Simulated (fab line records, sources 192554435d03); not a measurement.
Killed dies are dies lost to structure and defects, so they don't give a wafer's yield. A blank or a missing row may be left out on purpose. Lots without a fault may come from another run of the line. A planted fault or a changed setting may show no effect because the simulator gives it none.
A struck lot beside a sound one | flow n5_finfet | 17 steps out of a route of 1938
Sound: wafers L992.3, L992.4, L992.5. Struck: wafer L102.6. (L102.4 of the same lot was not struck and is left out.) The cause comes at the end.
At each step with rows: each side's tool, then ch and its chambers, then its first start. Under that, the readings that differ: sound wafers | struck wafers | difference of the means | sigmas: that difference in standard deviations of wafers without a fault.
alike: readings whose means differ by less than 2 such deviations, and words and numbers that are the same on both sides. not compared: withheld readings, readings that some wafer has no value for, bounds like >300 that may hide the same value, and numbers for which the record gives no deviation and whose values overlap.
The two part at a step that has a row with sigmas, a row that says differs or no value, or rows on one side only. Numbers that don't overlap but have no deviation are shown without sigmas and don't part them. A reading that every wafer of one side lacks parts them only if that side has two wafers or more.

N5_MIM_TOP_LITHO_CD_MEAS_08: target cd 2000 nm.
  sound on cd_sem-01 ch 0, day 13 06:29; struck on cd_sem-02 ch 0, day 16 07:24
  alike: cd_nm
N5_MIM_TOP_LITHO_OVL_MEAS_11:
  sound on overlay-01 ch 0, day 13 06:31; struck on overlay-01 ch 0, day 16 07:25
  reading          | sound | struck | difference | sigmas
  MIM_TOP_OVL (nm) | 8 9 8 | -8     | -16        | -3
N5_MIM_TOP_LITHO_INSPECT_12: inspects for defects (macro).
  sound on defect_inspect-01, day 13 06:32; struck on defect_inspect-02, day 16 07:27
  alike: raw_defect_count
N5_MIM_TOP_LITHO_DESCUM_10: chemistry O2, time 7.9 s.
  sound on rie_diel-04 ch 0,3, day 13 06:34; struck on rie_diel-03 ch 3, day 16 08:14
  reading                        | sound                | struck | difference | sigmas
  chamber_pressure_mTorr (mTorr) | 19.983 20.015 19.990 | 20.050 | +0.054     | +3
  rf_fwd_power_W (W)             | 49.43 49.35 49.25    | 50.01  | +0.67      | +3
  alike: drypump_motor_current_A, oes_product_au, rf_vpp_V, showerhead_plenum_p_Torr, throttle_valve_pct
  not compared: rf_hours_counter_h
N5_MIM_TOP_ETCH_ETCH_00: etches TiN in Cl2/BCl3, target depth 38.5 nm.
  sound on rie_metal-01 ch 0,1, day 13 06:42; struck on rie_metal-03 ch 0, day 16 08:22
  reading                     | sound       | struck | difference | sigmas
  drypump_motor_current_A (A) | 5.4 5.3 5.4 | 6.5    | +1.1       | +3
  alike: chamber_pressure_mTorr, mfc_cl2_sccm, oes_product_au, rf_fwd_power_W, throttle_valve_pct
  not compared: rf_hours_counter_h
N5_MIM_TOP_ETCH_STRIP_01: strips in O2.
  sound on rie_diel-02 ch 2,3, day 13 06:48; struck on rie_diel-05 ch 1, day 16 08:46
  reading                | sound             | struck | difference | sigmas
  throttle_valve_pct (%) | 16.45 16.62 16.53 | 16.98  | +0.45      | +2
  alike: chamber_pressure_mTorr, drypump_motor_current_A, oes_product_au, rf_vpp_V, showerhead_plenum_p_Torr
  not compared: rf_hours_counter_h
N5_MIM_TOP_ETCH_PECVD_03: deposits SiNx from SiH4/NH3/N2, target thk 20 nm, time 17.6 s.
  sound on pecvd-03 ch 0,1,2, day 13 06:52; struck on pecvd-01 ch 0, day 16 08:50
  alike: heater_power_w, rf_fwd_power_W, showerhead_plenum_p_Torr, throttle_valve_pct
then, 5 steps without rows for these wafers: N5_MIM_BOT_LITHO_HMDS_01 (time 60 s); N5_MIM_BOT_LITHO_COAT_02; N5_MIM_BOT_LITHO_EBR_04; N5_MIM_BOT_LITHO_SOFTBAKE_03 (time 90 s); N5_MIM_BOT_LITHO_EXPOSE_05 (exposes mask MIM BOT).
N5_MIM_BOT_LITHO_PEB_06:
  sound on litho_track-03 ch 0, day 13 07:06; struck on litho_track-02 ch 0, day 16 09:03
then, 2 steps without rows for these wafers: N5_MIM_BOT_LITHO_DEVELOP_07 (develop time 60 s); N5_MIM_BOT_LITHO_HARDBAKE_09 (time 120 s).
N5_MIM_BOT_LITHO_CD_MEAS_08: target cd 3000 nm.
  sound on cd_sem-02 ch 0, day 13 07:13; struck on cd_sem-03 ch 0, day 16 09:10
  reading    | sound                | struck | difference | sigmas
  cd_nm (nm) | 3001.3 3000.5 3000.1 | 3005.3 | +4.7       | +3
N5_MIM_BOT_LITHO_OVL_MEAS_11:
  sound on overlay-02 ch 0, day 13 07:15; struck on overlay-02 ch 0, day 16 09:12
  alike: MIM_BOT_OVL

WHERE THEY PART
First at N5_MIM_TOP_LITHO_OVL_MEAS_11; last, within this record, at N5_MIM_BOT_LITHO_CD_MEAS_08. Later steps at which nothing parts them and some readings are alike: N5_MIM_BOT_LITHO_OVL_MEAS_11.

WHY: what the simulator had put in
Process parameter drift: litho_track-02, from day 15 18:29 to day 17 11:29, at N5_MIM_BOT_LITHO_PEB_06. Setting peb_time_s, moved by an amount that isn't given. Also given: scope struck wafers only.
